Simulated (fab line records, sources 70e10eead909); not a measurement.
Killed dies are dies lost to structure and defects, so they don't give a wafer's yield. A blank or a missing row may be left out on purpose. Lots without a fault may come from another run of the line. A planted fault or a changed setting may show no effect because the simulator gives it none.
Tool commonality check | flow nand_harc | 3 lots, 9 wafers sampled

WHY IT WAS OPENED
At NHARC_END_SORT_01 the reading killed_dies is flagged on 3 of 3 lots. Wafers without a fault read 60, standard deviation 12.
Rule: a lot is flagged when every wafer of it that has a number lies more than 4 standard deviations from that mean, or none has a number. The other lots count as sound.

lot  | measured     | on        | killed_dies, wafer by wafer | flag
L658 | day 27 16:29 | prober-02 | 604 579 595                 | FLAGGED
L661 | day 28 06:38 | prober-02 | 577 606 598                 | FLAGGED
L663 | day 28 16:09 | prober-01 | 605 620 600                 | FLAGGED
The numbers of the flagged lots are 598 on average: +538 against the usual, or +45 standard deviations.

WHICH TOOL RAN EACH LOT
The record holds 4 process steps before the reading, out of a route of 1302 steps. In each cell: the tool, then ch and the chambers that the sampled wafers went through, then the start.
lot  | flag    | NHARC_A_SGD_CUT_DEP_00          | NHARC_THIN_TSV_DESCUM_14 | NHARC_THIN_TSV_DEP_47 | NHARC_THIN_TSV_CMP_21
L658 | FLAGGED | pecvd-02 ch 0,1,2, day 22 15:40 | no row                   | no row                | no row
L661 | FLAGGED | pecvd-02 ch 0,1, day 22 23:37   | no row                   | no row                | no row
L663 | FLAGGED | pecvd-02 ch 1,2, day 23 12:47   | no row                   | no row                | no row
What these steps do:
- NHARC_A_SGD_CUT_DEP_00: deposits SiNx, target thk 50 nm.
- NHARC_THIN_TSV_DESCUM_14: chemistry O2, time 3 s.
- NHARC_THIN_TSV_DEP_47: deposits SiO2, target thk 200 nm.
- NHARC_THIN_TSV_CMP_21: polishes, t overpolish 30 s, target thk 2000 nm.
- NHARC_END_SORT_01

FLAGGED OVER TOTAL, TOOL BY TOOL (the gauges that took the reading come last)
step                   | tool      | lots run | flagged | share of the flagged lots | sound lots run after its first flagged lot
NHARC_A_SGD_CUT_DEP_00 | pecvd-02  | 3        | 3       | all                       | 0
NHARC_END_SORT_01      | prober-01 | 1        | 1       | some                      | 0
NHARC_END_SORT_01      | prober-02 | 2        | 2       | some                      | 0

WHAT THE TABLE ALLOWS
1 row of the table ran every flagged lot: pecvd-02 at NHARC_A_SGD_CUT_DEP_00.
- pecvd-02 at NHARC_A_SGD_CUT_DEP_00: 3 of its 3 lots flagged. It ran no sound lot before its first flagged lot in this sample, so the start can't be narrowed down.
One tool is left: pecvd-02 at NHARC_A_SGD_CUT_DEP_00.

WHAT THE SIMULATOR HAD PUT IN
Process parameter drift: pecvd-02, from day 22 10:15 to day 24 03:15, at NHARC_A_SGD_CUT_DEP_00. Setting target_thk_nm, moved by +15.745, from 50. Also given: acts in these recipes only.
Lots struck among those shown: L658, L661, L663. The rule above found the same.
